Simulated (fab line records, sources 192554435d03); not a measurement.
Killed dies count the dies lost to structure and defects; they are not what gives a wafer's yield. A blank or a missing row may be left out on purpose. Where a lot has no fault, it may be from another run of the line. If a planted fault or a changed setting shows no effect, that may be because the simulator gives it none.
fab line records | flow n5-finfet
[record] lots = 6 wafers = 18 last-day = 20
route steps=1938 shown FIN_CUT@178 STI_FIN_REVEAL@183 DUMMY_GATE@212 BEOL_M4@1111 PASSIVATION@1936
lots with no fault: from the same line, run without faults
start-h: hours from the record's first day to the start of the lot's first wafer shown | wait-h: hours from the lot's prior step to this one | " same as the row above | L1.1+2: a single row standing in for several wafers | - no value, or no start given | * or withheld: withheld | < > ~ a bound
route shown NAME@n: names a module that has steps shown in the file, with the first one's number in the route | usual: mean and standard deviation over wafers with no fault | same: alike in all rows | chamber/n: place in a boat | sites: per-site readings | _std_site: the standard deviation of these | _edge_site: inner sites' mean taken away from outer sites' mean | radius-mm: for every site, how far away it sits from the centre of the wafer | mask NAME#n: copy n | behind: tool/chamber where the wafer was last shaped | hold: why the lot was held/for how many hours/how that ended | device: the transistor (n, p or np) that didn't switch | end of line: at the end of the route, the tests of the same wafers | for a step that has no rows: nothing shown but its recipe | killed: dies lost to structure and defects at the first sort, not the wafer's yield | map: per-die view of a wafer (x killed, . not killed, _ where there is no die)
set.NAME: the setting as run; set.NAME@STEP: as run at that earlier step | model.NAME: the simulator's own value behind a step, which no gauge read
a table for each step, a row for each wafer; lots at some steps of the route
services: a tool's chamber out of use, with start hour (start-h, from the record's first day; less than 0 if before it), hours out, and reason
[[steps]]
[step N5_FIN_CUT_STRIP_22]
[recipe] chemistry = N2/H2 power-w = 500 temp-c = 40 pressure-mtorr = 50 rf-frequency-hz = 6e+07 overash-fraction = 0.3 bias-power-w = 8 h2-frac = 0.5 n2-flow-sccm = 300 h2-flow-sccm = 300
[step N5_FIN_CUT_PRECLEAN_36]
[recipe] chemistry = O3/DIW time-s = 60 temp-c = 22 o3-ppm = 10
[step N5_FIN_CUT_SRD_32]
[recipe] dry = ipa-marangoni time-s = 30 temp-c = 23 rinse-liquid = diw
[step N5_FIN_CUT_UV_OZONE_34]
[recipe] time-s = 120 pressure-torr = 760 temp-c = 25
[step N5_FIN_CUT_INSPECT_17]
[recipe] inspect-instrument = brightfield mode = aei
[usual] raw-defect-count = 224/64
// columns lot.wafer tool chamber start-h wait-h raw-defect-count
L228.1 defect-inspect-01 - 28.94 0.0 263
L228.3 " - " " 184
L228.4 " - " " 305
L233.1 defect-inspect-02 - 58.12 0.0 232
L233.2 " - " " 214
L233.4 " - " " 191
L238.3 defect-inspect-02 - 87.56 0.0 193
L238.5 " - " " 232
L238.6 " - " " 229
L242.1 defect-inspect-02 - 111.49 0.0 193
L242.3 " - " " 198
L242.6 " - " " 268
L247.2 defect-inspect-02 - 143.80 0.0 170
L247.4 " - " " 175
L247.6 " - " " 198
L251.1 defect-inspect-02 - 171.24 0.0 276
L251.2 " - " " 275
L251.3 " - " " 190
[step N5_STI_FIN_REVEAL_ALD_00]
[recipe] material = SiO2 target-thk-a = 10 temp-c = 300 ald-precursor-family = BDEAS ald-co-reactant = O2-plasma pulse-time-s = 1 pressure-torr = 2
[step N5_STI_FIN_REVEAL_ALD_14]
[recipe] material = Si3N4 target-thk-a = 30 temp-c = 400 ald-precursor-family = SiH2I2 ald-co-reactant = N2/H2-plasma pressure-torr = 2
[usual] heater-power-w = 846/100
// columns lot.wafer tool chamber start-h wait-h heater-power-w
L228.1 ald-sin-03 3 29.03 0.0 712
L228.3 " 1 " " 829
L228.4 " 0 " " 794
L233.1 ald-sin-01 3 58.21 0.0 737
L233.2 " 1 " " 878
L233.4 " 2 " " 977
L238.3 ald-sin-03 0 88.36 0.0 799
L238.5 " 3 " " 712
L238.6 " 2 " " 1042
L242.1 ald-sin-02 0 111.58 0.0 787
L242.3 " 2 " " 768
L242.6 " 1 " " 862
L247.2 ald-sin-03 1 143.88 0.0 846
L247.4 " 2 " " 1064
L247.6 " 0 " " 785
L251.1 ald-sin-03 0 172.11 0.0 793
L251.2 " 1 " " 837
L251.3 " 3 " " 709
[step N5_STI_FIN_REVEAL_FCVD_FILL_01]
[recipe] material = SiO2_flowable target-thk-a = 3120 temp-c = 100 pressure-torr = 0.8 rf-w = 2000 time-s = 512.2
[step N5_STI_FIN_REVEAL_DENSIFY_02]
[recipe] temp-c = 650 ambient = steam time-s = 1800 idle-temp-c = 400 densification-p-h2o-torr = 640
[step N5_STI_FIN_REVEAL_CMP_04]
[recipe] stop-on = Si3N4 t-overpolish-s = 4 down-force-psi = 2 platen-rpm = 54.18 post-cmp-clean = alkaline-brush pad-velocity-m-s = 1.078 target-thk-nm = 131.83
[step N5_STI_FIN_REVEAL_THK_MEAS_05]
[usual] thk-nm = 132.2/0.84
// columns lot.wafer tool chamber start-h wait-h thk-nm
L228.1 film-metro-01 - 34.38 - 129.6
L228.3 " - " " 132.2
L228.4 " - " " 130.7
L233.1 film-metro-02 - 63.54 - 131.4
L233.2 " - " " 132.2
L233.4 " - " " 131.7
L238.3 film-metro-01 - 93.70 - 132.7
L238.5 " - " " 132.6
L238.6 " - " " 132.0
L242.1 film-metro-02 - 116.91 - 132.0
L242.3 " - " " 132.6
L242.6 " - " " 131.7
L247.2 film-metro-02 - 149.22 - 131.7
L247.4 " - " " 131.8
L247.6 " - " " 132.0
L251.1 film-metro-02 - 177.46 - 132.4
L251.2 " - " " 133.1
L251.3 " - " " 133.1
[step N5_STI_FIN_REVEAL_DENSIFY_30]
[recipe] temp-c = * time-s = * ambient = N2 idle-temp-c = 600 ramp-up-c-per-s = 150 ramp-down-c-per-s = 60 cool-to-c = 600
[step N5_STI_FIN_REVEAL_ETCHBACK_08]
[recipe] chemistry = C4F6/O2 target = SiO2 target-depth-a = 305 time-s = 10.167 ion-energy-ev = 250 pressure-mtorr = 30 source-w = 345 bias-w = 185 Ar_flow_sccm = 300 C4F6_flow_sccm = 10 O2_flow_sccm = 10
[usual] drypump-motor-current-A = 5.8/0.43 oes_ar_750_au = 0.80/0.063 oes-product-au = 0.80/0.067 rf-vpp-V = 667/9.2 showerhead-plenum-p-Torr = 2.89/0.084 throttle-valve-pct = 21.16/0.23
// columns lot.wafer tool chamber start-h wait-h drypump-motor-current-A oes_ar_750_au oes-product-au rf-hours-counter-h rf-vpp-V showerhead-plenum-p-Torr throttle-valve-pct
L228.1 rie-diel-01 1 34.82 0.4 5.8 0.89 0.89 37 666 2.90 21.08
L228.3 " 2 " " 6.2 0.92 0.93 14 662 2.80 21.26
L228.4 " 3 " " 5.6 0.82 0.82 89 669 2.89 21.32
L233.1 rie-diel-06 0 63.84 0.2 5.9 0.76 0.77 149 652 2.83 21.27
L233.2 " 1 " " 5.7 0.89 0.89 33 679 2.90 21.15
L233.4 " 3 " " 5.9 0.79 0.79 107 662 2.87 21.10
L238.3 rie-diel-06 2 94.52 0.7 5.1 0.76 0.93 149 674 2.97 21.14
L238.5 " 0 " " 6.0 0.76 0.75 - 653 2.83 21.28
L238.6 " 3 " " 5.9 0.79 0.78 - 662 2.86 21.10
L242.1 rie-diel-06 1 117.18 0.2 5.7 0.86 0.86 51 679 2.89 21.18
L242.3 " 2 " " 5.1 0.74 0.92 157 672 2.96 21.17
L242.6 " 1 " " 5.7 0.86 0.86 - 680 2.89 21.19
L247.2 rie-diel-01 0 149.47 0.2 5.8 0.83 0.85 63 677 2.99 21.18
L247.4 " 2 " " 6.2 0.85 0.86 56 663 2.78 21.29
L247.6 " 2 " " 6.2 0.86 0.87 - 662 2.78 21.31
L251.1 rie-diel-04 2 177.70 0.2 5.5 0.71 0.71 201 672 2.93 21.62
L251.2 " 3 " " 6.5 0.75 0.75 184 677 2.94 20.94
L251.3 " 0 " " 6.4 0.93 0.93 12 664 3.02 21.02
[step N5_STI_FIN_REVEAL_STRIP_24]
[recipe] chemistry = N2/H2 time-s = 90 power-w = 100 temp-c = 40 pressure-mtorr = 100 rf-frequency-hz = 6e+07 bias-power-w = 3 n2-flow-sccm = 300 h2-flow-sccm = 300
[usual] bias-power-w = 3.000/0.0084 drypump-motor-current-A = 5.9/0.43 oes-product-au = 0.81/0.069 rf-vpp-V = 45.5/0.84 showerhead-plenum-p-Torr = 3.43/0.1 temp-c = 40.01/0.11 throttle-valve-pct = 12.19/0.26
// columns lot.wafer tool chamber start-h wait-h bias-power-w drypump-motor-current-A oes-product-au rf-hours-counter-h rf-vpp-V showerhead-plenum-p-Torr temp-c throttle-valve-pct
L228.1 rie-diel-01 1 34.85 0.0 3.001 5.8 0.90 37 46.5 3.44 40.24 12.01
L228.3 " 2 " " 2.989 6.2 0.94 14 45.2 3.32 40.03 12.04
L228.4 " 3 " " 2.988 5.5 0.82 89 45.3 3.41 39.96 12.21
L233.1 rie-diel-06 0 63.88 0.0 2.995 6.0 0.77 149 46.7 3.37 40.05 12.40
L233.2 " 1 " " 2.992 5.7 0.89 33 44.9 3.43 39.83 12.09
L233.4 " 3 " " 3.007 5.9 0.78 107 45.0 3.39 39.98 12.08
L238.3 rie-diel-06 2 94.56 0.0 2.989 5.1 0.76 149 45.2 3.52 39.94 12.18
L238.5 " 0 " " 3.004 6.0 0.76 - 45.9 3.36 40.17 12.44
L238.6 " 3 " " 2.984 5.9 0.79 - 45.1 3.38 39.98 12.10
L242.1 rie-diel-06 1 117.22 0.0 3.006 5.7 0.86 51 43.2 3.42 39.95 12.10
L242.3 " 2 " " 2.993 5.1 0.75 157 46.5 3.51 39.86 12.19
L242.6 " 1 " " 3.007 5.7 0.87 - 45.3 3.42 39.95 12.12
L247.2 rie-diel-01 0 149.51 0.0 2.997 5.7 0.86 63 45.6 3.56 39.96 12.17
L247.4 " 2 " " 2.989 6.3 0.87 56 46.4 3.29 39.91 12.16
L247.6 " 2 " " 2.997 6.3 0.86 - 45.3 3.29 39.86 12.17
L251.1 rie-diel-04 2 177.73 0.0 3.010 5.4 0.71 201 45.6 3.48 40.24 12.76
L251.2 " 3 " " 3.003 6.5 0.75 184 45.4 3.49 40.05 12.08
L251.3 " 0 " " 3.012 6.4 0.94 12 47.8 3.60 40.08 11.95
[step N5_STI_FIN_REVEAL_PRECLEAN_25]
[recipe] chemistry = SPM time-s = 90 temp-c = 120 mix = 4:1
[step N5_STI_FIN_REVEAL_PRECLEAN_26]
[recipe] chemistry = SC1 time-s = 45 temp-c = 46 mix = 1:2:100
[step N5_STI_FIN_REVEAL_PRECLEAN_29]
[recipe] chemistry = DHF time-s = 30 temp-c = 25 dilution = 300:1
[step N5_STI_FIN_REVEAL_SRD_12]
[recipe] time-s = 30 temp-c = 23 rinse-liquid = diw dry = ipa-marangoni
[step N5_STI_FIN_REVEAL_RECESS_09]
[recipe] chemistry = HF/NH3 target = SiO2 afs-cycles = 11 target-depth-a = 425 temp-c = 30 sublimation-temp-c = 180 sublimation-time-s = 60
[usual] drypump-motor-current-A = 5.89/0.18 temp-c = 29.98/0.1
[same] afs-cycles = 11
// columns lot.wafer tool chamber start-h wait-h drypump-motor-current-A temp-c
L228.1 vapor-etch-01 0 35.07 0.0 6.17 29.91
L228.3 " 1 " " 5.89 29.99
L228.4 " 0 " " 6.17 29.86
L233.1 vapor-etch-02 1 64.10 0.0 5.96 29.90
L233.2 " 0 " " 5.66 30.02
L233.4 " 1 " " 5.95 29.93
L238.3 vapor-etch-01 1 95.31 0.6 5.91 30.21
L238.5 " 0 " " 6.13 30.07
L238.6 " 1 " " 5.89 30.05
L242.1 vapor-etch-02 0 117.43 0.0 5.65 30.00
L242.3 " 1 " " 5.96 30.15
L242.6 " 0 " " 5.66 30.06
L247.2 vapor-etch-02 0 149.72 0.0 5.65 30.03
L247.4 " 0 " " 5.64 29.94
L247.6 " 1 " " 5.96 30.01
L251.1 vapor-etch-01 0 177.95 0.0 6.15 29.88
L251.2 " 1 " " 5.89 30.16
L251.3 " 0 " " 6.19 29.87
[step N5_STI_FIN_REVEAL_STRIP_16]
[recipe] chemistry = H3PO4 material = SiNx temp-c = 165 target-depth-a = 238 overetch-fraction = 0.4964 dry = ipa-marangoni
[step N5_STI_FIN_REVEAL_PRECLEAN_17]
[recipe] chemistry = NF3:NH3 afs-cycles = 1 temp-c = 30 time-s = 20 sublimation-temp-c = 180 sublimation-time-s = 60 pressure-torr = 3 rf-power-w = 30
[step N5_STI_FIN_REVEAL_ETCH_34]
[recipe] chemistry = H2 mode = isotropic material = Si target = Si target-depth-a = 9.7 temp-c = 20 pressure-mtorr = 4.5 icp-w = 300 bias-w = 0 h2-flow-sccm = 7.5 he-flow-sccm = 142.5
[step N5_STI_FIN_REVEAL_OXIDATION_31]
[recipe] chemistry = O2_PLASMA_REMOTE temp-c = 150 time-s = 20 pressure-mtorr = 1000 source-power-w = 2000 o2-flow-sccm = 3000
[step N5_STI_FIN_REVEAL_PRECLEAN_32]
[recipe] chemistry = NF3:NH3 afs-cycles = 1 temp-c = 30 time-s = 20 sublimation-temp-c = 180 sublimation-time-s = 60 pressure-torr = 3 rf-power-w = 30
[step N5_STI_FIN_REVEAL_STRIP_35]
[recipe] chemistry = H3PO4 material = Si3N4 temp-c = 165 target-depth-a = 40 time-s = 39
[step N5_STI_FIN_REVEAL_SRD_21]
[recipe] dry = ipa-marangoni time-s = 30 temp-c = 23 rinse-liquid = diw
[step N5_STI_FIN_REVEAL_OXIDATION_33]
[recipe] chemistry = O2_PLASMA_REMOTE temp-c = 150 time-s = 20 pressure-mtorr = 1000 source-power-w = 2000 o2-flow-sccm = 3000
[step N5_STI_FIN_REVEAL_CLEAN_19]
[recipe] chemistry = O3/DIW temp-c = 25 time-s = 120 o3-ppm = 10
[step N5_STI_FIN_REVEAL_SRD_23]
[recipe] dry = ipa-marangoni time-s = 30 temp-c = 23 rinse-liquid = diw
[step N5_STI_FIN_REVEAL_CD_MEAS_22]
[recipe] target-cd-nm = 6.238 pitch-nm = 28 polarity = line
[usual] cd-nm = 6.29/0.23
// columns lot.wafer tool chamber start-h wait-h cd-nm
L228.1 cd-sem-02 - 37.78 0.0 6.19
L228.3 " - " " 6.61
L228.4 " - " " 6.63
L233.1 cd-sem-03 - 66.80 0.0 6.44
L233.2 " - " " 6.60
L233.4 " - " " 6.40
L238.3 cd-sem-01 - 97.50 0.0 6.07
L238.5 " - " " 6.39
L238.6 " - " " 6.25
L242.1 cd-sem-02 - 120.10 0.0 6.63
L242.3 " - " " 6.26
L242.6 " - " " 5.82
L247.2 cd-sem-02 - 152.55 0.0 6.31
L247.4 " - " " 6.58
L247.6 " - " " 6.64
L251.1 cd-sem-03 - 180.62 0.0 6.32
L251.2 " - " " 6.29
L251.3 " - " " 6.33
[step N5_STI_FIN_REVEAL_FIN_H_MEAS_10]
[usual] trench-depth-nm = 52.2/0.7
// columns lot.wafer tool chamber start-h wait-h trench-depth-nm
L228.1 ocd-01 - 37.81 0.0 52.9
L228.3 " - " " 52.7
L228.4 " - " " 52.9
L233.1 ocd-01 - 66.83 0.0 52.3
L233.2 " - " " 52.4
L233.4 " - " " 52.5
L238.3 ocd-02 - 97.53 0.0 63.4
L238.5 " - " " 51.7
L238.6 " - " " 52.1
L242.1 ocd-02 - 120.13 0.0 52.4
L242.3 " - " " 63.5
L242.6 " - " " 52.7
L247.2 ocd-01 - 152.58 0.0 53.3
L247.4 " - " " 53.3
L247.6 " - " " 53.5
L251.1 ocd-02 - 180.65 0.0 51.5
L251.2 " - " " 51.6
L251.3 " - " " 52.3
[step N5_STI_FIN_REVEAL_PRECLEAN_18]
[recipe] chemistry = SC2 time-s = 45 temp-c = 35 mix = 1:1:50
[step N5_STI_FIN_REVEAL_SRD_28]
[recipe] dry = ipa-marangoni time-s = 30 temp-c = 23 rinse-liquid = diw
[step N5_STI_FIN_REVEAL_INSPECT_13]
[recipe] inspect-instrument = darkfield mode = post-clean
[usual] raw-defect-count = 11/5.2
// columns lot.wafer tool chamber start-h wait-h raw-defect-count
L228.1 defect-inspect-01 - 37.90 0.0 15
L228.3 " - " " 11
L228.4 " - " " 16
L233.1 defect-inspect-01 - 66.92 0.0 8
L233.2 " - " " 6
L233.4 " - " " 7
L238.3 defect-inspect-01 - 97.62 0.0 10
L238.5 " - " " 11
L238.6 " - " " 5
L242.1 defect-inspect-01 - 120.22 0.0 17
L242.3 " - " " 9
L242.6 " - " " 16
L247.2 defect-inspect-01 - 152.67 0.0 12
L247.4 " - " " 10
L247.6 " - " " 5
L251.1 defect-inspect-01 - 180.74 0.0 10
L251.2 " - " " 24
L251.3 " - " " 3
[step N5_DUMMY_GATE_PRECLEAN_00]
[recipe] chemistry = O3/DIW time-s = 60 temp-c = 22 o3-ppm = 10
[step N5_DUMMY_GATE_SRD_01]
[recipe] time-s = 30 temp-c = 23 rinse-liquid = diw dry = ipa-marangoni
[step N5_DUMMY_GATE_ALD_02]
[recipe] material = SiO2 target-thk-a = 20 temp-c = 300 ald-precursor-family = BDEAS ald-co-reactant = O2-plasma pulse-time-s = 1 pressure-torr = 2
[usual] heater-power-w = 473/45 precursor-pulse-height-rel = 0.999/0.02
// columns lot.wafer tool chamber start-h wait-h heater-power-w precursor-pulse-height-rel
L228.1 ald-sin-02 1 37.99 0.0 457 1.024
L228.3 " 0 " " 452 1.012
L228.4 " 3 " " 456 0.989
L233.1 ald-sin-02 2 67.83 0.8 416 0.970
L233.2 " 1 " " 470 1.009
L233.4 " 0 " " 454 1.018
L238.3 ald-sin-02 1 97.71 0.0 472 0.998
L238.5 " 1 " " 472 0.966
L238.6 " 0 " " 444 0.989
L242.1 ald-sin-01 2 120.32 0.0 538 0.988
L242.3 " 1 " " 463 1.015
L242.6 " 1 " " 458 0.983
L247.2 ald-sin-02 2 154.68 2.0 431 0.983
L247.4 " 1 " " 480 1.003
L247.6 " 0 " " 429 1.002
L251.1 ald-sin-01 3 182.03 1.2 424 1.021
L251.2 " 2 " " 543 0.972
L251.3 " 1 " " 470 0.980
[step N5_DUMMY_GATE_CVD_03]
[recipe] material = a-Si target-thk-a = 1500 temp-c = 530 precursor = SiH4 time-s = 8042
[step N5_DUMMY_GATE_PRECLEAN_46]
[recipe] chemistry = DIW time-s = 89.5 temp-c = 23
[step N5_DUMMY_GATE_SRD_47]
[recipe] dry-time-s = 32 dry = n2-spin spin-rpm = 1500
[step N5_DUMMY_GATE_CMP_04]
[recipe] material = a-Si post-cmp-clean = alkaline-brush
[usual] motor-current-A = 10.7/1.4 time-to-endpoint-s = 13.8/2.7
// columns lot.wafer tool chamber start-h wait-h motor-current-A time-to-endpoint-s
L228.4 cmp-03 2 41.87 0.1 10.1 15.4
L228.3 " 3 " " 11.6 16.3
L228.1 " 0 " " 11.0 14.1
L233.4 cmp-04 1 71.68 0.0 10.2 12.4
L233.1 " 2 " " 9.9 14.0
L233.2 " 3 " " 10.5 14.9
L238.3 cmp-04 2 101.56 0.0 10.4 18.1
L238.5 " 2 " " 10.0 18.1
L238.6 " 3 " " 11.0 19.1
L242.3 cmp-01 3 126.59 0.0 9.5 11.6
L242.1 " 2 " " 10.5 11.2
L242.6 " 3 " " 8.9 11.3
L247.2 cmp-04 2 158.57 0.1 9.6 16.7
L247.4 " 3 " " 10.8 17.8
L247.6 " 1 " " 11.0 17.1
L251.3 cmp-03 0 186.68 0.1 11.3 14.8
L251.1 " 1 " " 15.8 14.1
L251.2 " 2 " " 9.6 13.9
[step N5_DUMMY_GATE_THK_MEAS_05]
[usual] thk-nm = 72.1/1.1
// columns lot.wafer tool chamber start-h wait-h thk-nm
L228.1 film-metro-01 - 42.08 0.1 72.9
L228.3 " - " " 72.2
L228.4 " - " " 72.4
L233.1 film-metro-01 - 71.92 0.2 72.1
L233.2 " - " " 71.9
L233.4 " - " " 72.8
L238.3 film-metro-02 - 101.81 0.2 74.8
L238.5 " - " " 74.3
L238.6 " - " " 73.4
L242.1 film-metro-02 - 126.83 0.1 70.9
L242.3 " - " " 71.9
L242.6 " - " " 72.6
L247.2 film-metro-01 - 158.78 0.2 72.6
L247.4 " - " " 72.0
L247.6 " - " " 72.3
L251.1 film-metro-02 - 186.89 0.1 71.4
L251.2 " - " " 71.7
L251.3 " - " " 71.5
[step N5_BEOL_M4_RC_MEAS_101]
[usual] DIBL_N = 36.5/1.2 DIBL_P = 36.5/1.6 IOFF_N = 0.162/0.023 IOFF_P = 0.221/0.03 ION_N = 678/8 ION_P = 466/6.3 SS_N = 71.6/0.46 SS_P = 73.3/0.57 VT_N = 249.2/2.6 VT_P = -249/3.3
// columns lot.wafer tool chamber start-h wait-h DIBL_N[mV/V] DIBL_P[mV/V] IOFF_N[nA/um] IOFF_P[nA/um] ION_N[uA/um] ION_P[uA/um] SS_N[mV/dec] SS_P[mV/dec] VT_N[mV] VT_P[mV]
L228.1 prober-02 0 183.65 0.2 36.7 34.6 0.143 0.196 678 464 71.0 73.4 248.6 -251
L228.3 " 0 " " 37.6 35.5 0.163 0.217 678 467 72.2 73.2 249.7 -251
L228.4 " 0 " " 38.1 36.1 0.178 0.223 683 469 71.6 73.8 248.2 -249
L233.1 prober-02 0 251.10 0.0 37.5 38.4 0.179 0.268 684 474 71.4 73.6 247.0 -245
L233.2 " 0 " " 36.0 37.3 0.151 0.246 678 475 71.7 73.4 249.6 -247
L233.4 " 0 " " 34.8 36.4 0.146 0.226 674 478 71.9 73.6 246.5 -246
L238.3 prober-01 0 266.31 0.3 36.5 37.9 0.195 0.245 749 478 71.3 74.6 243.0 -247
L238.5 " 0 " " 37.3 37.8 0.168 0.229 671 458 71.9 73.2 252.6 -250
L238.6 " 0 " " 36.4 37.0 0.165 0.218 676 468 71.7 73.2 248.3 -251
L242.1 prober-02 0 290.96 0.2 35.6 35.1 0.150 0.209 672 462 72.1 73.4 247.5 -250
L242.3 " 0 " " 34.3 35.1 0.152 0.216 734 483 71.2 73.1 246.7 -249
L242.6 " 0 " " 35.7 36.0 0.147 0.218 673 466 71.4 72.4 252.4 -247
L247.2 prober-02 0 324.31 0.2 37.0 36.9 0.177 0.254 684 472 71.3 73.1 247.8 -245
L247.4 " 0 " " 37.1 37.4 0.184 0.257 686 476 71.3 72.9 246.6 -245
L247.6 " 0 " " 39.0 39.8 0.244 0.318 707 482 71.8 74.6 244.1 -244
L251.1 prober-02 0 367.40 0.0 38.7 37.2 0.188 0.232 680 459 71.8 73.9 247.1 -250
L251.2 " 0 " " 39.2 38.0 0.191 0.254 684 467 71.3 74.5 246.4 -248
L251.3 " 0 " " 39.6 38.2 0.197 0.256 686 471 71.9 74.1 247.0 -246
[step N5_PASSIVATION_PROBE_49]
[usual] defect-limited-yield = 91.2/1.3 killed_at_M0_to_M3 = 34/9.2 killed_at_M4_up = 14/5 killed-at-contacts = 13/6.7 killed-at-front-end = 39/12 killed-at-other = 4/3.3 killed-dies = 104/15 killed-open = 68/12 killed-short = 34/7.5 sort_bin_5_function = 5.2/0.87 sort_bin_6_memory = 3.3/0.63 sort-n-pass = 1076/15 sort-yield-pct = 91.2/1.3
[same] gross-dies = 1180 killed-at-back-side = 0 sort_bin_4_leakage[%] = 0 sort_bin_8_speed[%] = 0
// columns lot.wafer tool chamber start-h wait-h defect-limited-yield[%] killed_at_M0_to_M3 killed_at_M4_up killed-at-contacts killed-at-front-end killed-at-other killed-dies killed-open killed-short sort_bin_5_function[%] sort_bin_6_memory[%] sort-n-pass sort-yield-pct[%]
L233.1 prober-01 - 350.12 0.0 90.9 35 23 12 36 1 107 75 27 5.8 3.2 1073 90.9
L233.2 prober-01 - 350.17 0.1 91.9 37 6 16 35 2 96 63 31 4.7 2.9 1084 91.9
L233.4 prober-01 - 350.27 0.2 92.1 42 11 5 34 1 93 59 29 4.8 2.8 1087 92.1
L242.1 prober-02 - 395.81 0.0 92.1 34 8 20 31 0 93 53 33 4.4 2.9 1087 92.1
L242.3 prober-02 - 395.91 0.1 92.1 36 6 14 37 0 93 56 36 4.2 3.6 1087 92.1
L242.6 prober-02 - 396.06 0.3 92.7 20 9 27 30 0 86 54 29 3.6 3.5 1094 92.7
L247.2 prober-01 - 435.66 0.1 92.3 32 15 8 32 4 91 55 32 4.8 2.4 1089 92.3
L247.4 prober-01 - 435.76 0.2 92.5 29 20 10 29 1 89 66 19 4.5 3.0 1091 92.5
L247.6 prober-01 - 435.86 0.3 92.6 32 22 14 15 4 87 57 29 4.1 2.8 1093 92.6
L251.1 prober-01 - 469.22 0.0 92.8 17 9 11 47 1 85 56 28 4.2 3.1 1095 92.8
L251.2 prober-01 - 469.27 0.1 93.6 28 13 4 30 1 76 53 22 3.8 2.4 1104 93.6
L251.3 prober-01 - 469.32 0.1 92.7 23 17 15 27 4 86 54 29 4.2 3.1 1094 92.7
// killed by level:class
L233.1 MOL_CONTACT_COAG:geometric-particle:open=12 BEOL_M2:geometric-particle:open=10 FIN_SAQP:geometric-particle:open=9 BEOL_M4:geometric-particle:open=9 FIN_SAQP:geometric-particle:short=8 BEOL_M1:geometric-particle:open=6 BEOL_M3:geometric-particle:open=6 BEOL_M3:geometric-particle:short=4
L233.2 MOL_CONTACT_COAG:geometric-particle:open=12 BEOL_M2:geometric-particle:open=9 BEOL_M0_SAQP:geometric-particle:open=9 BEOL_M1:geometric-particle:open=7 DUMMY_GATE:geometric-particle:open=6 GATE_CUT:geometric-particle:short=6 FIN_SAQP:geometric-particle:short=5 BEOL_M4:geometric-particle:open=4
L233.4 BEOL_M2:geometric-particle:open=9 BEOL_M0_SAQP:geometric-particle:open=8 BEOL_M0_SAQP:geometric-particle:short=7 STI_FIN_REVEAL:geometric-particle:open=6 MOL_CONTACT_COAG:geometric-particle:open=5 FIN_SAQP:geometric-particle:open=4 ILD0:geometric-particle:short=4 BEOL_M0:geometric-particle:open=4
L242.1 MOL_CONTACT_COAG:geometric-particle:open=14 BEOL_M0_SAQP:geometric-particle:short=9 FIN_SAQP:geometric-particle:short=8 BEOL_M0_SAQP:geometric-particle:open=7 FIN_SAQP:geometric-particle:open=5 STI_FIN_REVEAL:geometric-particle:open=5 BEOL_M1:geometric-particle:open=5 MOL_CONTACT_COAG:geometric-particle:short=4
L242.3 FIN_SAQP:geometric-particle:open=9 MOL_CONTACT_COAG:geometric-particle:open=9 BEOL_M1:geometric-particle:open=9 FIN_SAQP:geometric-particle:short=8 BEOL_M0_SAQP:geometric-particle:short=8 STI_FIN_REVEAL:geometric-particle:open=5 MOL_CONTACT_COAG:geometric-particle:short=5 BEOL_M0_SAQP:geometric-particle:open=5
L242.6 MOL_CONTACT_COAG:geometric-particle:open=20 FIN_SAQP:geometric-particle:open=10 MOL_CONTACT_COAG:geometric-particle:short=7 FIN_SAQP:geometric-particle:short=6 BEOL_M0_SAQP:geometric-particle:short=6 BEOL_M1:geometric-particle:open=6 STI_FIN_REVEAL:geometric-particle:open=4 BEOL_M2:geometric-particle:open=4
L247.2 BEOL_M4:geometric-particle:open=9 BEOL_M0_SAQP:geometric-particle:open=7 MOL_CONTACT_COAG:geometric-particle:open=7 BEOL_M1:geometric-particle:open=6 FIN_SAQP:geometric-particle:short=5 BEOL_M1:geometric-particle:short=5 BEOL_M2:geometric-particle:open=4 STI_FIN_REVEAL:geometric-particle:open=4
L247.4 STI_FIN_REVEAL:geometric-particle:open=15 BEOL_M4:geometric-particle:open=11 BEOL_M1:geometric-particle:open=9 MOL_CONTACT_COAG:geometric-particle:open=8 BEOL_M0_SAQP:geometric-particle:short=7 BEOL_M0_SAQP:geometric-particle:open=5 STI_FIN_REVEAL:geometric-particle:short=3 BEOL_M1:geometric-particle:short=3
L247.6 BEOL_M4:geometric-particle:open=13 BEOL_M0_SAQP:geometric-particle:open=9 MOL_CONTACT_COAG:geometric-particle:open=8 BEOL_M0_SAQP:geometric-particle:short=8 BEOL_M1:geometric-particle:open=8 MOL_CONTACT_COAG:geometric-particle:short=6 BEOL_M3:geometric-particle:open=4 BEOL_M5:geometric-particle:open=4
L251.1 MOL_CONTACT_COAG:geometric-particle:open=10 STI_FIN_REVEAL:geometric-particle:open=9 FIN_SAQP:geometric-particle:short=7 DUMMY_GATE:geometric-particle:open=6 GATE_CUT:geometric-particle:short=6 BEOL_M2:geometric-particle:open=5 STARTING-WAFER:geometric-particle:open=4 GATE_CUT:geometric-particle:open=4
L251.2 BEOL_M3:geometric-particle:open=9 FIN_SAQP:geometric-particle:short=7 BEOL_M2:geometric-particle:open=6 STI_FIN_REVEAL:geometric-particle:open=4 GATE_CUT:geometric-particle:open=4 BEOL_M0_SAQP:geometric-particle:short=4 BEOL_M8:geometric-particle:open=4 FIN_SAQP:geometric-particle:open=3
L251.3 MOL_CONTACT_COAG:geometric-particle:open=11 BEOL_M4:geometric-particle:open=8 BEOL_M2:geometric-particle:open=7 FIN_SAQP:geometric-particle:short=6 DUMMY_GATE:geometric-particle:open=5 MOL_CONTACT_COAG:geometric-particle:short=4 BEOL_M3:geometric-particle:open=4 GATE_CUT:geometric-particle:short=3
[[services]]
// columns tool chamber start-h hours kind
ald-sin-02 0 7.08 8.2 repair
ald-sin-02 - 8.68 1.6 repair
vapor-etch-01 - 15.68 0.7 repair
rie-diel-04 - 35.16 2.8 pm
ald-sin-02 - 39.40 3.0 repair
cmp-01 - 57.27 1.6 repair
cmp-04 - 57.42 1.7 repair
vapor-etch-01 - 60.03 15.6 pm
cmp-03 - 71.34 5.1 pm
ald-sin-01 - 86.75 14.0 pm
rie-diel-04 1 106.06 2.9 repair
ald-sin-02 3 111.52 6.2 repair
vapor-etch-01 - 112.66 2.8 pm
cmp-04 - 123.36 5.2 pm
cmp-01 - 127.61 1.6 repair
cmp-04 - 136.81 1.7 repair
cmp-03 - 146.79 0.3 repair
cmp-04 - 149.20 4.0 pm
rie-diel-06 - 152.62 0.9 repair
ald-sin-01 - 153.33 2.8 pm
rie-diel-01 0 161.28 4.4 repair
ald-sin-02 - 165.33 2.0 repair
ald-sin-02 - 176.75 14.0 pm
cmp-01 - 178.10 2.4 repair
[[key]]
[first-sign] step = N5_STI_FIN_REVEAL_FIN_H_MEAS_10 reading = trench-depth-nm direction = up sigmas = 16 usual = 52.2 struck = 63.4
[effect] step = N5_BEOL_M4_RC_MEAS_101 reading = ION_N direction = up sigmas = 7.9 usual = 678 struck = 742
met-at N5_STI_FIN_REVEAL_ETCHBACK_08
struck-wafers L238.3,L242.3
[fault] kind = process-parameter-drift tool = rie-diel-06 chamber = 2 onset-h = 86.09 steps = N5_STI_FIN_REVEAL_ETCHBACK_08 channel = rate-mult offset = 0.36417 shape = step end-h = 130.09
